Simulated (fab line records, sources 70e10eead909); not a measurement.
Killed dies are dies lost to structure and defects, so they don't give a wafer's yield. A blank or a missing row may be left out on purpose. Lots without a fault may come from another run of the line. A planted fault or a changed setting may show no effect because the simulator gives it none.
Which tool did it? | flow nand_harc | 22 lots, 66 wafers sampled, at 6 steps of a route of 1302

WHAT THE GAUGES READ, wafer by wafer
The record holds no reading of a measuring or inspecting step that can be judged against a usual standard deviation.

WHICH TOOL RAN EACH LOT (tool, then ch and the chambers of the sampled wafers, then the start)
lot  | NHARC_A_STAIRCASE_DESCUM_219       | NHARC_A_STAIRCASE_TRIM_222                    | NHARC_A_STAIRCASE_TRIM_224                    | NHARC_A_STAIRCASE_TRIM_231                    | NHARC_A_STAIRCASE_DESCUM_291       | NHARC_A_STAIRCASE_DEP_301
L074 | rie_diel-13 ch 1,2, day 15 22:46   | rie_diel-13 ch 0,2, day 16 14:31 or earlier   | rie_diel-13 ch 0,2, day 16 14:31 or earlier   | rie_diel-11 ch 0,2, day 16 14:31 or earlier   | rie_diel-13 ch 0,1, day 16 14:31   | pecvd-02 ch 0,1,2, day 16 22:11
L076 | rie_diel-11 ch 0,3, day 17 06:25   | rie_diel-11 ch 0,2,3, day 17 22:56 or earlier | rie_diel-11 ch 0,3, day 17 22:56 or earlier   | rie_diel-11 ch 0,3, day 17 22:56 or earlier   | rie_diel-03 ch 0,1,2, day 17 22:56 | pecvd-03 ch 0,2, day 18 04:13
L078 | rie_diel-11 ch 0,3, day 17 16:38   | rie_diel-11 ch 0,3, day 18 09:44 or earlier   | rie_diel-11 ch 0,2, day 18 09:44 or earlier   | rie_diel-13 ch 1,2,3, day 18 09:44 or earlier | rie_diel-13 ch 1,2,3, day 18 09:44 | pecvd-01 ch 0,2, day 18 13:53
L077 | rie_diel-03 ch 1,2, day 17 19:47   | rie_diel-03 ch 0,1,2, day 18 10:44 or earlier | rie_diel-03 ch 1,2, day 18 10:44 or earlier   | rie_diel-11 ch 0,1,3, day 18 10:44 or earlier | rie_diel-03 ch 1,2,3, day 18 10:44 | pecvd-03 ch 0,2, day 18 15:31
L079 | rie_diel-03 ch 0,1,2, day 17 21:12 | rie_diel-03 ch 0,2,3, day 18 13:07 or earlier | rie_diel-03 ch 0,3, day 18 13:07 or earlier   | rie_diel-13 ch 0,1, day 18 13:07 or earlier   | rie_diel-03 ch 0,2,3, day 18 13:07 | pecvd-02 ch 0,1,2, day 18 17:28
L081 | rie_diel-13 ch 1,3, day 18 16:24   | rie_diel-13 ch 0,1,3, day 19 12:32 or earlier | rie_diel-13 ch 0,3, day 19 12:32 or earlier   | rie_diel-03 ch 0,1,3, day 19 12:32 or earlier | rie_diel-03 ch 0,3, day 19 12:32   | pecvd-02 ch 1,2, day 19 17:35
L082 | rie_diel-13 ch 0,2,3, day 19 07:23 | rie_diel-13 ch 1,2,3, day 19 22:09 or earlier | rie_diel-13 ch 0,1,3, day 19 22:09 or earlier | rie_diel-13 ch 0,1,2, day 19 22:09 or earlier | rie_diel-13 ch 1,2, day 19 22:09   | pecvd-01 ch 0,1, day 20 03:32
L080 | rie_diel-03 ch 0,1, day 19 08:12   | rie_diel-03 ch 0,1,3, day 19 23:52 or earlier | rie_diel-03 ch 0,1,3, day 19 23:52 or earlier | rie_diel-13 ch 0,1,3, day 19 23:52 or earlier | rie_diel-03 ch 0,1,2, day 19 23:52 | pecvd-03 ch 0,1,2, day 20 04:44
L083 | rie_diel-03 ch 0,1,3, day 19 18:49 | rie_diel-03 ch 0,1,3, day 20 11:05 or earlier | rie_diel-03 ch 0,2,3, day 20 11:05 or earlier | rie_diel-03 ch 0,2,3, day 20 11:05 or earlier | rie_diel-13 ch 1,2, day 20 11:05   | pecvd-03 ch 1,2, day 20 20:03
L085 | rie_diel-11 ch 0,2,3, day 20 08:28 | rie_diel-11 ch 0,1,3, day 21 05:46 or earlier | rie_diel-11 ch 0,1,3, day 21 05:46 or earlier | rie_diel-03 ch 0,1,3, day 21 05:46 or earlier | rie_diel-11 ch 0,1,2, day 21 05:46 | pecvd-03 ch 0,2, day 21 16:10
L084 | rie_diel-03 ch 0,1,3, day 20 23:20 | rie_diel-03 ch 1,2,3, day 21 21:22 or earlier | rie_diel-03 ch 1,2, day 21 21:22 or earlier   | rie_diel-13 ch 0,2, day 21 21:22 or earlier   | rie_diel-13 ch 0,1, day 21 21:22   | pecvd-01 ch 0,1,2, day 22 01:27
L086 | rie_diel-11 ch 0,1, day 21 03:32   | rie_diel-11 ch 0,3, day 21 23:47 or earlier   | rie_diel-11 ch 2,3, day 21 23:47 or earlier   | rie_diel-13 ch 0,1, day 21 23:47 or earlier   | rie_diel-11 ch 0,1, day 21 23:47   | pecvd-03 ch 1,2, day 22 03:58
L087 | rie_diel-03 ch 0,2, day 21 10:38   | rie_diel-03 ch 1,3, day 22 02:43 or earlier   | rie_diel-03 ch 0,1,3, day 22 02:43 or earlier | rie_diel-13 ch 0,1,2, day 22 02:43 or earlier | rie_diel-13 ch 0,3, day 22 02:43   | pecvd-02 ch 1,2, day 22 06:51
L088 | rie_diel-13 ch 0,2,3, day 22 12:02 | rie_diel-13 ch 1,2,3, day 23 03:12 or earlier | rie_diel-13 ch 0,1,2, day 23 03:12 or earlier | rie_diel-13 ch 1,2,3, day 23 03:12 or earlier | rie_diel-03 ch 0,1,2, day 23 03:12 | pecvd-01 ch 1,2, day 23 07:28
L091 | rie_diel-11 ch 0,1, day 22 15:25   | rie_diel-11 ch 0,1, day 23 06:14 or earlier   | rie_diel-11 ch 0,2,3, day 23 06:14 or earlier | rie_diel-11 ch 0,1,3, day 23 06:14 or earlier | rie_diel-13 ch 0,1,3, day 23 06:14 | pecvd-01 ch 1,2, day 23 12:14
L089 | rie_diel-03 ch 1,2,3, day 22 18:14 | rie_diel-03 ch 2,3, day 23 12:44 or earlier   | rie_diel-03 ch 0,1,2, day 23 12:44 or earlier | rie_diel-03 ch 1,3, day 23 12:44 or earlier   | rie_diel-13 ch 0,1,2, day 23 12:44 | pecvd-03 ch 1,2, day 23 16:49
L090 | rie_diel-11 ch 0,1,3, day 22 20:20 | rie_diel-11 ch 0,3, day 23 14:35 or earlier   | rie_diel-11 ch 0,1,3, day 23 14:35 or earlier | rie_diel-11 ch 0,1,3, day 23 14:35 or earlier | rie_diel-13 ch 0,1, day 23 14:35   | pecvd-03 ch 0,1,2, day 23 18:44
L092 | rie_diel-13 ch 1,2,3, day 23 09:46 | rie_diel-13 ch 0,1,2, day 23 23:52 or earlier | rie_diel-13 ch 0,1,3, day 23 23:52 or earlier | rie_diel-03 ch 1,2, day 23 23:52 or earlier   | rie_diel-03 ch 1,2, day 23 23:52   | pecvd-02 ch 0,1,2, day 24 03:59
L093 | rie_diel-03 ch 0,2,3, day 24 05:48 | rie_diel-03 ch 0,3, day 24 23:55 or earlier   | rie_diel-03 ch 0,3, day 24 23:55 or earlier   | rie_diel-03 ch 0,3, day 24 23:55 or earlier   | rie_diel-11 ch 1,2, day 24 23:55   | pecvd-03 ch 0,1,2, day 25 07:49
L095 | rie_diel-13 ch 2,3, day 24 14:33   | rie_diel-13 ch 0,2, day 25 09:10 or earlier   | rie_diel-13 ch 0,2,3, day 25 09:10 or earlier | rie_diel-13 ch 1,3, day 25 09:10 or earlier   | rie_diel-11 ch 1,2,3, day 25 09:10 | pecvd-01 ch 2, day 25 14:36
L094 | rie_diel-03 ch 0,1,3, day 24 14:43 | rie_diel-03 ch 1,2,3, day 25 09:42 or earlier | rie_diel-03 ch 0,1,3, day 25 09:42 or earlier | rie_diel-03 ch 0,1,3, day 25 09:42 or earlier | rie_diel-11 ch 0,1,2, day 25 09:42 | pecvd-03 ch 0,1,2, day 25 15:06
L096 | rie_diel-13 ch 0,1,2, day 25 08:48 | rie_diel-13 ch 0,1,3, day 26 00:02 or earlier | rie_diel-13 ch 0,1,3, day 26 00:02 or earlier | rie_diel-13 ch 0,3, day 26 00:02 or earlier   | rie_diel-13 ch 0,1,3, day 26 00:02 | pecvd-03 ch 0,1,2, day 26 05:53
- NHARC_A_STAIRCASE_DESCUM_219: chemistry O2, time 3 s.
- NHARC_A_STAIRCASE_TRIM_222: chemistry O2, time 211.2 s.
- NHARC_A_STAIRCASE_TRIM_224: chemistry O2, time 211.2 s.
- NHARC_A_STAIRCASE_TRIM_231: chemistry O2, time 211.2 s.
- NHARC_A_STAIRCASE_DESCUM_291: chemistry O2, time 3 s.
- NHARC_A_STAIRCASE_DEP_301: deposits SiON, target thk 30 nm.

WHAT THE TOOLS THEMSELVES READ (means of the sampled wafers that have a number; where no wafer has one, the mark that the record gives instead)
NHARC_A_STAIRCASE_DESCUM_219. Usual: drypump_motor_current_A 5.6 A, standard deviation 0.38; oes_product_au 0.996 a.u., standard deviation 0.0097; rf_vpp_V 57.7 V, standard deviation 0.84; showerhead_plenum_p_Torr 1.89 Torr, standard deviation 0.076; throttle_valve_pct 11.311 %, standard deviation 0.0091.
lot  | tool        | drypump_motor_current_A (A) | oes_product_au (a.u.) | rf_vpp_V (V) | showerhead_plenum_p_Torr (Torr) | throttle_valve_pct (%) | flag
L074 | rie_diel-13 | 5.4                         | 0.990                 | 57.8         | 1.94                            | 11.317                 |
L076 | rie_diel-11 | 5.8                         | 1.005                 | 57.2         | 1.79                            | 11.318                 |
L078 | rie_diel-11 | 5.8                         | 0.997                 | 57.3         | 1.78                            | 11.316                 |
L077 | rie_diel-03 | 5.6                         | 0.990                 | 57.3         | 1.91                            | 11.305                 |
L079 | rie_diel-03 | 5.6                         | 1.006                 | 58.0         | 1.87                            | 11.310                 |
L081 | rie_diel-13 | 5.8                         | 0.988                 | 57.5         | 1.88                            | 11.312                 |
L082 | rie_diel-13 | 5.3                         | 1.006                 | 57.7         | 1.94                            | 11.319                 |
L080 | rie_diel-03 | 5.6                         | 1.002                 | 57.6         | 1.83                            | 11.306                 |
L083 | rie_diel-03 | 5.6                         | 1.000                 | 57.2         | 1.82                            | 11.313                 |
L085 | rie_diel-11 | 5.8                         | 1.001                 | 58.1         | 1.92                            | 11.309                 |
L084 | rie_diel-03 | 5.6                         | 1.001                 | 57.2         | 1.81                            | 11.312                 |
L086 | rie_diel-11 | 5.7                         | 0.989                 | 57.7         | 2.04                            | 11.314                 |
L087 | rie_diel-03 | 5.8                         | 0.997                 | 58.0         | 1.91                            | 11.313                 |
L088 | rie_diel-13 | 5.3                         | 1.010                 | 58.3         | 1.93                            | 11.307                 |
L091 | rie_diel-11 | 5.9                         | 0.984                 | 58.5         | 2.05                            | 11.309                 |
L089 | rie_diel-03 | 5.6                         | 0.994                 | 56.7         | 1.85                            | 11.316                 |
L090 | rie_diel-11 | 5.6                         | 0.990                 | 58.5         | 1.97                            | 11.304                 |
L092 | rie_diel-13 | 5.5                         | 1.000                 | 58.2         | 1.91                            | 11.304                 |
L093 | rie_diel-03 | 5.9                         | 0.999                 | 56.9         | 1.85                            | 11.311                 |
L095 | rie_diel-13 | 5.4                         | 0.990                 | 58.5         | 1.93                            | 11.315                 |
L094 | rie_diel-03 | 5.6                         | 1.002                 | 57.3         | 1.81                            | 11.311                 |
L096 | rie_diel-13 | 5.5                         | 0.991                 | 58.0         | 1.90                            | 11.319                 |

NHARC_A_STAIRCASE_TRIM_222. Usual: drypump_motor_current_A 5.6 A, standard deviation 0.37; oes_product_au 0.997 a.u., standard deviation 0.0095; rf_vpp_V 57.6 V, standard deviation 0.89; showerhead_plenum_p_Torr 3.48 Torr, standard deviation 0.13; throttle_valve_pct 17.036 %, standard deviation 0.0087.
lot  | tool        | drypump_motor_current_A (A) | oes_product_au (a.u.) | rf_vpp_V (V) | showerhead_plenum_p_Torr (Torr) | throttle_valve_pct (%) | flag
L074 | rie_diel-13 | 5.3                         | 0.998                 | 57.4         | 3.58                            | 17.033                 |
L076 | rie_diel-11 | 5.8                         | 1.003                 | 57.9         | 3.38                            | 17.037                 |
L078 | rie_diel-11 | 5.8                         | 0.996                 | 56.4         | 3.31                            | 17.035                 |
L077 | rie_diel-03 | 5.6                         | 0.996                 | 57.5         | 3.46                            | 17.028                 |
L079 | rie_diel-03 | 5.9                         | 0.998                 | 58.2         | 3.45                            | 17.031                 |
L081 | rie_diel-13 | 5.6                         | 0.996                 | 56.6         | 3.51                            | 17.034                 |
L082 | rie_diel-13 | 5.5                         | 1.002                 | 57.8         | 3.54                            | 17.032                 |
L080 | rie_diel-03 | 5.7                         | 1.001                 | 58.1         | 3.36                            | 17.028                 |
L083 | rie_diel-03 | 5.6                         | 0.996                 | 57.4         | 3.36                            | 17.028                 |
L085 | rie_diel-11 | 5.6                         | 0.990                 | 57.8         | 3.63                            | 17.041                 |
L084 | rie_diel-03 | 5.6                         | 1.003                 | 57.4         | 3.42                            | 17.036                 |
L086 | rie_diel-11 | 5.8                         | 0.996                 | 58.4         | 3.66                            | 17.033                 |
L087 | rie_diel-03 | 5.6                         | 0.993                 | 57.5         | 3.34                            | 17.032                 |
L088 | rie_diel-13 | 5.5                         | 0.996                 | 57.9         | 3.53                            | 17.040                 |
L091 | rie_diel-11 | 5.7                         | 0.989                 | 57.7         | 3.73                            | 17.031                 |
L089 | rie_diel-03 | 5.9                         | 1.002                 | 57.3         | 3.49                            | 17.030                 |
L090 | rie_diel-11 | 5.4                         | 1.003                 | 58.3         | 3.50                            | 17.043                 |
L092 | rie_diel-13 | 5.5                         | 1.006                 | 58.4         | 3.52                            | 17.033                 |
L093 | rie_diel-03 | 5.9                         | 0.999                 | 57.3         | 3.33                            | 17.044                 |
L095 | rie_diel-13 | 5.2                         | 0.995                 | 58.5         | 3.58                            | 17.040                 |
L094 | rie_diel-03 | 5.6                         | 1.009                 | 56.5         | 3.41                            | 17.027                 |
L096 | rie_diel-13 | 5.6                         | 0.993                 | 57.3         | 3.49                            | 17.037                 |

NHARC_A_STAIRCASE_TRIM_224. Usual: drypump_motor_current_A 5.6 A, standard deviation 0.37; oes_product_au 0.995 a.u., standard deviation 0.0099; rf_vpp_V 57.6 V, standard deviation 0.87; showerhead_plenum_p_Torr 3.48 Torr, standard deviation 0.13; throttle_valve_pct 17.036 %, standard deviation 0.0092.
lot  | tool        | drypump_motor_current_A (A) | oes_product_au (a.u.) | rf_vpp_V (V) | showerhead_plenum_p_Torr (Torr) | throttle_valve_pct (%) | flag
L074 | rie_diel-13 | 5.3                         | 1.000                 | 57.8         | 3.58                            | 17.029                 |
L076 | rie_diel-11 | 5.8                         | 1.005                 | 56.5         | 3.31                            | 17.034                 |
L078 | rie_diel-11 | 6.1                         | 0.991                 | 56.5         | 3.34                            | 17.036                 |
L077 | rie_diel-03 | 5.3                         | 0.996                 | 58.1         | 3.45                            | 17.034                 |
L079 | rie_diel-03 | 5.9                         | 0.997                 | 57.8         | 3.38                            | 17.038                 |
L081 | rie_diel-13 | 5.4                         | 1.002                 | 57.9         | 3.55                            | 17.041                 |
L082 | rie_diel-13 | 5.6                         | 0.999                 | 57.5         | 3.51                            | 17.041                 |
L080 | rie_diel-03 | 5.6                         | 0.988                 | 57.4         | 3.36                            | 17.043                 |
L083 | rie_diel-03 | 5.9                         | 0.997                 | 57.1         | 3.44                            | 17.040                 |
L085 | rie_diel-11 | 5.6                         | 0.985                 | 57.5         | 3.63                            | 17.032                 |
L084 | rie_diel-03 | 5.6                         | 0.998                 | 57.5         | 3.51                            | 17.040                 |
L086 | rie_diel-11 | 5.5                         | 0.984                 | 57.6         | 3.40                            | 17.030                 |
L087 | rie_diel-03 | 5.6                         | 0.999                 | 57.2         | 3.36                            | 17.043                 |
L088 | rie_diel-13 | 5.5                         | 1.000                 | 57.3         | 3.52                            | 17.036                 |
L091 | rie_diel-11 | 5.8                         | 0.992                 | 57.5         | 3.53                            | 17.040                 |
L089 | rie_diel-03 | 5.6                         | 0.993                 | 57.9         | 3.44                            | 17.030                 |
L090 | rie_diel-11 | 5.6                         | 0.986                 | 57.5         | 3.62                            | 17.039                 |
L092 | rie_diel-13 | 5.6                         | 0.996                 | 57.5         | 3.50                            | 17.035                 |
L093 | rie_diel-03 | 5.9                         | 1.002                 | 57.3         | 3.35                            | 17.039                 |
L095 | rie_diel-13 | 5.3                         | 0.997                 | 58.1         | 3.55                            | 17.032                 |
L094 | rie_diel-03 | 5.6                         | 0.996                 | 56.3         | 3.34                            | 17.035                 |
L096 | rie_diel-13 | 5.6                         | 0.997                 | 58.1         | 3.49                            | 17.028                 |

NHARC_A_STAIRCASE_TRIM_231. Usual: drypump_motor_current_A 5.6 A, standard deviation 0.37; oes_product_au 0.998 a.u., standard deviation 0.0093; rf_vpp_V 57.8 V, standard deviation 0.93; showerhead_plenum_p_Torr 3.49 Torr, standard deviation 0.13; throttle_valve_pct 17.037 %, standard deviation 0.0088.
lot  | tool        | drypump_motor_current_A (A) | oes_product_au (a.u.) | rf_vpp_V (V) | showerhead_plenum_p_Torr (Torr) | throttle_valve_pct (%) | flag
L074 | rie_diel-11 | 6.1                         | 0.989                 | 57.1         | 3.35                            | 17.035                 |
L076 | rie_diel-11 | 5.5                         | 0.994                 | 56.7         | 3.34                            | 17.026                 |
L078 | rie_diel-13 | 5.5                         | 0.998                 | 57.4         | 3.54                            | 17.041                 |
L077 | rie_diel-11 | 5.6                         | 1.005                 | 57.0         | 3.46                            | 17.041                 |
L079 | rie_diel-13 | 5.7                         | 0.984                 | 57.5         | 3.48                            | 17.035                 |
L081 | rie_diel-03 | 5.6                         | 1.001                 | 57.7         | 3.37                            | 17.030                 |
L082 | rie_diel-13 | 5.5                         | 0.991                 | 58.3         | 3.54                            | 17.036                 |
L080 | rie_diel-13 | 5.6                         | 1.002                 | 57.7         | 3.51                            | 17.028                 |
L083 | rie_diel-03 | 5.9                         | 1.001                 | 57.4         | 3.44                            | 17.036                 |
L085 | rie_diel-03 | 5.6                         | 0.999                 | 58.2         | 3.36                            | 17.044                 |
L084 | rie_diel-13 | 5.2                         | 1.006                 | 58.9         | 3.56                            | 17.037                 |
L086 | rie_diel-13 | 5.7                         | 0.995                 | 57.9         | 3.47                            | 17.034                 |
L087 | rie_diel-13 | 5.5                         | 1.000                 | 59.2         | 3.53                            | 17.026                 |
L088 | rie_diel-13 | 5.5                         | 0.996                 | 58.9         | 3.52                            | 17.040                 |
L091 | rie_diel-11 | 5.6                         | 0.990                 | 58.5         | 3.62                            | 17.035                 |
L089 | rie_diel-03 | 5.6                         | 0.998                 | 56.6         | 3.33                            | 17.039                 |
L090 | rie_diel-11 | 5.6                         | 0.995                 | 58.2         | 3.62                            | 17.038                 |
L092 | rie_diel-03 | 5.6                         | 0.998                 | 57.8         | 3.50                            | 17.038                 |
L093 | rie_diel-03 | 5.9                         | 1.002                 | 58.7         | 3.33                            | 17.041                 |
L095 | rie_diel-13 | 5.8                         | 0.987                 | 57.6         | 3.46                            | 17.035                 |
L094 | rie_diel-03 | 5.6                         | 0.998                 | 57.0         | 3.34                            | 17.042                 |
L096 | rie_diel-13 | 5.5                         | 0.990                 | 58.5         | 3.53                            | 17.034                 |

NHARC_A_STAIRCASE_DESCUM_291. Usual: drypump_motor_current_A 5.6 A, standard deviation 0.37; oes_product_au 0.997 a.u., standard deviation 0.0089; rf_vpp_V 57.6 V, standard deviation 0.8; showerhead_plenum_p_Torr 1.90 Torr, standard deviation 0.073; throttle_valve_pct 11.312 %, standard deviation 0.008.
lot  | tool        | drypump_motor_current_A (A) | oes_product_au (a.u.) | rf_vpp_V (V) | showerhead_plenum_p_Torr (Torr) | throttle_valve_pct (%) | flag
L074 | rie_diel-13 | 5.5                         | 0.999                 | 58.1         | 1.91                            | 11.313                 |
L076 | rie_diel-03 | 5.6                         | 1.000                 | 57.1         | 1.87                            | 11.309                 |
L078 | rie_diel-13 | 5.5                         | 0.991                 | 57.6         | 1.92                            | 11.317                 |
L077 | rie_diel-03 | 5.6                         | 0.995                 | 58.0         | 1.86                            | 11.317                 |
L079 | rie_diel-03 | 5.9                         | 0.992                 | 57.4         | 1.86                            | 11.314                 |
L081 | rie_diel-03 | 5.9                         | 0.993                 | 56.9         | 1.81                            | 11.318                 |
L082 | rie_diel-13 | 5.4                         | 1.003                 | 57.7         | 1.93                            | 11.315                 |
L080 | rie_diel-03 | 5.6                         | 0.995                 | 58.1         | 1.87                            | 11.308                 |
L083 | rie_diel-13 | 5.4                         | 1.009                 | 57.6         | 1.93                            | 11.308                 |
L085 | rie_diel-11 | 5.9                         | 0.989                 | 58.3         | 1.99                            | 11.310                 |
L084 | rie_diel-13 | 5.7                         | 1.004                 | 56.8         | 1.88                            | 11.306                 |
L086 | rie_diel-11 | 5.9                         | 0.992                 | 57.6         | 2.05                            | 11.311                 |
L087 | rie_diel-13 | 5.4                         | 0.997                 | 58.0         | 1.92                            | 11.307                 |
L088 | rie_diel-03 | 5.6                         | 0.988                 | 57.4         | 1.86                            | 11.308                 |
L091 | rie_diel-13 | 5.6                         | 0.991                 | 58.0         | 1.90                            | 11.312                 |
L089 | rie_diel-13 | 5.4                         | 0.998                 | 57.1         | 1.91                            | 11.301                 |
L090 | rie_diel-13 | 5.7                         | 0.995                 | 57.5         | 1.87                            | 11.310                 |
L092 | rie_diel-03 | 5.6                         | 0.999                 | 56.7         | 1.90                            | 11.314                 |
L093 | rie_diel-11 | 5.7                         | 0.995                 | 58.3         | 1.96                            | 11.309                 |
L095 | rie_diel-11 | 5.6                         | 0.991                 | 58.5         | 1.89                            | 11.321                 |
L094 | rie_diel-11 | 5.9                         | 0.999                 | 57.9         | 1.98                            | 11.314                 |
L096 | rie_diel-13 | 5.6                         | 0.994                 | 57.2         | 1.89                            | 11.315                 |

NHARC_A_STAIRCASE_DEP_301. Usual: heater_power_w 745 W, standard deviation 90; showerhead_vpp_V 1149 V, standard deviation 46.
lot  | tool     | heater_power_w (W) | showerhead_vpp_V (V) | flag
L074 | pecvd-02 | 661                | 1112                 |
L076 | pecvd-03 | 757                | 1188                 |
L078 | pecvd-01 | 718                | 1129                 |
L077 | pecvd-03 | 738                | 1181                 |
L079 | pecvd-02 | 674                | 1116                 |
L081 | pecvd-02 | 689                | 1054                 |
L082 | pecvd-01 | 750                | 1108                 |
L080 | pecvd-03 | 761                | 1169                 |
L083 | pecvd-03 | 803                | 1185                 |
L085 | pecvd-03 | 750                | 1180                 |
L084 | pecvd-01 | 790                | 1127                 |
L086 | pecvd-03 | 754                | 1173                 |
L087 | pecvd-02 | 695                | 1066                 |
L088 | pecvd-01 | 820                | 1156                 |
L091 | pecvd-01 | 765                | 1142                 |
L089 | pecvd-03 | 771                | 1170                 |
L090 | pecvd-03 | 767                | 1167                 |
L092 | pecvd-02 | 646                | 1105                 |
L093 | pecvd-03 | 750                | 1171                 |
L095 | pecvd-01 | 739                | 1173                 |
L094 | pecvd-03 | 765                | 1175                 |
L096 | pecvd-03 | 713                | 1182                 |

THE ANSWER, worked out from the rows above alone
Rule: a lot is off if the mean of its wafers that have a number lies more than 3 standard deviations from the usual mean. A lot without any number at a reading at which 4 lots or more have one is off too. The other lots that the step has rows for count as sound. The gauges are gone through in route order, then the tools' own readings, and for those a lot's mean is taken as printed above. The first step at which some lot is off is used, and at that step the reading that is off furthest; a lot without a number counts as furthest.
No lot is off at any reading shown: from this, nothing can be told.

WHAT THE SIMULATOR HAD PUT IN
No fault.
